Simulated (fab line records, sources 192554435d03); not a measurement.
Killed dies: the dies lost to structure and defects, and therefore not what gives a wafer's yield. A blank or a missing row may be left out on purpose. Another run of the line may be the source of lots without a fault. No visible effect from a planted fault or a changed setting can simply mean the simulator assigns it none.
Matching of chambers ; flow n5-finfet ; rie-diel-03 running N5_MOL_CONTACT_COAG_ETCH_90: 4 sister chambers
The step etches SiARC in CF4, target depth 13 nm, time 21.7 s. 7 wafers are shown with their chamber, then 7 later ones without.

## WAFERS PAIRED WITH THEIR CHAMBERS
wafer;chamber;oes-product-au (a.u.);throttle-valve-pct (%)
L074.3;2;0.58;15.73
L076.6;0;0.74;15.55
L077.5;0;0.73;15.57
L079.5;1;0.60;16.03
L079.6;3;0.63;15.69
L080.2;1;0.60;16.04
L080.3;3;0.63;15.69

## WAFERS WHOSE CHAMBER IS MISSING
wafer;oes-product-au (a.u.);throttle-valve-pct (%)
L080.4;0.83;15.23
L085.1;0.71;15.61
L085.3;0.80;15.26
L085.4;0.59;16.06
L096.1;0.69;15.64
L096.4;0.61;15.77
L096.5;0.69;15.66

## EACH ONE'S CHAMBER
wafer;from the rows above;in truth
L080.4;0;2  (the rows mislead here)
L085.1;0;0
L085.3;0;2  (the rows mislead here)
L085.4;1;1
L096.1;can't be placed: 0 or 3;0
L096.4;can't be placed: 2 or 3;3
L096.5;can't be placed: 3 or 0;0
Placed correctly: 2 of 7. Not placeable from these rows: 3 (in 3, the candidates include the true chamber). Wrongly placed: 2.
How it was worked out, from the rows above alone: a wafer's distance from a chamber is the root of the sum, over the readings, of the square of ((its reading less the chamber's mean) divided by the reading's scatter). The wafer belongs to the nearest chamber; if the next one is less than 2 further off, it can't be placed. For every chamber, the mean is computed from those of its wafers that are shown. The scatter: the root of (the sum of the squares of (reading less its chamber's mean) over the shown wafers, divided by (wafers less chambers)).
